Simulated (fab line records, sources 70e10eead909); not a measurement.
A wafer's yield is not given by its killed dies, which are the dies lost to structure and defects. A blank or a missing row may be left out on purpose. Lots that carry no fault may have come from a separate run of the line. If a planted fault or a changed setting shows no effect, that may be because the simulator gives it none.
Struck lot and sound lot, side by side | flow nand-harc | 26 steps out of a route of 1159
Sound: the wafers L272.2, L272.4, L272.5. Struck: wafer L288.2. Last of all comes the cause.
Per side, at each step with rows, come the tool, then ch with its chambers, and then its first start. Under that, the readings that differ: sound wafers | struck wafers | difference of the means | sigmas: that difference in standard deviations of wafers without a fault.
alike: same words and numbers on both sides, and readings whose means sit less than 2 such deviations apart. not compared: any withheld reading, any reading some wafer has no value for, any bound like >300 that may hide the same value, and any number with overlapping values for which the record gives no deviation.
The two part at a step that has a row with sigmas, a row that says differs or no value, or rows on one side only. When numbers do not overlap yet have no deviation, they are printed without sigmas and do not part them. A reading missing from all wafers of one side parts the sides only when that side holds two or more wafers.

NHARC_A_M0_DEGAS_28: time 60 s.
  struck on pvd-sputter-02, day 21 22:21; sound on pvd-sputter-03, day 17 19:08
  alike: heater-power-w
NHARC_A_M0_PRE_CLEAN_29: time 30 s.
  sound on pvd-sputter-03; struck on pvd-sputter-02
  alike: heater-power-w
NHARC_A_M0_PVD_20: deposits TaN, target thk 5 nm, time 8.06 s.
  sound on pvd-sputter-03; struck on pvd-sputter-02
  alike: throttle-valve-pct
NHARC_A_M0_PVD_21: deposits Cu, target thk 30 nm, time 20.49 s.
  sound on pvd-sputter-03; struck on pvd-sputter-02
  alike: throttle-valve-pct
then, 1 step without rows for these wafers: NHARC_A_M0_ECD_22 (material Cu, target thk 400 nm).
NHARC_A_M0_ANNEAL_30: time 90 s.
  sound on rtp-anneal-02 ch 0, day 17 20:14; struck on rtp-anneal-01 ch 0, day 21 23:09
  alike: anneal-temp-c-max, wafer_temp_C_max
then, 1 step without rows for these wafers: NHARC_A_M0_CMP_23 (polishes, t overpolish 20 s, target thk 113.75 nm).
NHARC_A_M0_THK_MEAS_24: measures by xrf.
  struck on film-metro-01, day 21 23:46; sound on film-metro-02, day 17 20:51
  reading     | sound             | struck | difference | sigmas
  thk-nm (nm) | 120.3 113.7 116.2 | 110.2  | -6.5       | -4
following that, these wafers have no rows for 1 step: NHARC_A_M0_SRD_25.
NHARC_A_M0_INSPECT_27:
  struck on defect-inspect-01, day 21 23:56; sound on defect-inspect-02, day 17 21:01
  alike: raw-defect-count
then, 1 step without rows for these wafers: NHARC_A_M0_PRE_CLEAN_31 (time 12 s).
NHARC_A_M0_DEP_32: deposits SiCN, target thk 30 nm.
  sound on pecvd-02 ch 0,1,2, day 17 21:12; struck on pecvd-02 ch 2, day 22 00:10
  alike: chamber-pressure-Torr, heater-power-w
then, 10 steps without rows for these wafers: NHARC_A_M1_DEP_00 (deposits SiOC, target thk 182.5 nm); NHARC_A_M1_DEHYDRATE_01 (time 120 s); NHARC_A_M1_HMDS_02 (time 30 s); NHARC_A_M1_COAT_34 (time 65 s); NHARC_A_M1_COAT_03 (resist thk 90 nm); NHARC_A_M1_SOFTBAKE_04 (time 55 s); NHARC_A_M1_EBR_05; NHARC_A_M1_EXPOSE_06 (exposes mask A M1, target cd 120 nm); NHARC_A_M1_PEB_07 (peb time 65 s); NHARC_A_M1_DEVELOP_08 (develop time 35 s).
NHARC_A_M1_CD_MEAS_09 targets a cd of 120 nm.
  sound on cd-sem-03 ch 0, day 17 22:24; struck on cd-sem-02 ch 0, day 22 01:28
  reading    | sound             | struck | difference | sigmas
  cd-nm (nm) | 120.6 120.0 120.3 | 118.6  | -1.7       | -3
NHARC_A_M1_OVL_MEAS_10: pitch 240 nm.
  struck on overlay-01, day 22 01:34; sound on overlay-01, day 17 22:29
  reading           | sound         | struck | difference | sigmas
  overlay-x-nm (nm) | -0.2 0.2 -0.1 | -1.6   | -1.6       | -2
  alike: overlay-y-nm
NHARC_A_M1_INSPECT_11:
  struck on defect-inspect-01, day 22 01:46; sound on defect-inspect-02, day 17 22:31
  reading          | sound    | struck | difference | sigmas
  raw-defect-count | 24 40 40 | 731    | +696       | +63
  not compared: hold
-- record jumps: 2 days between struck wafers' starts before vs after; left off in module A_M1, resumes in module END, first step shown is number 1159 of the route --
NHARC_END_SORT_01:
  the record has rows for the struck wafers here (prober-02 ch 0, day 24 11:08) and none for the sound ones

== WHERE THEY PART ==
First at NHARC_A_M0_THK_MEAS_24; last, within this record, at NHARC_END_SORT_01.

WHY: what had been put in by the simulator
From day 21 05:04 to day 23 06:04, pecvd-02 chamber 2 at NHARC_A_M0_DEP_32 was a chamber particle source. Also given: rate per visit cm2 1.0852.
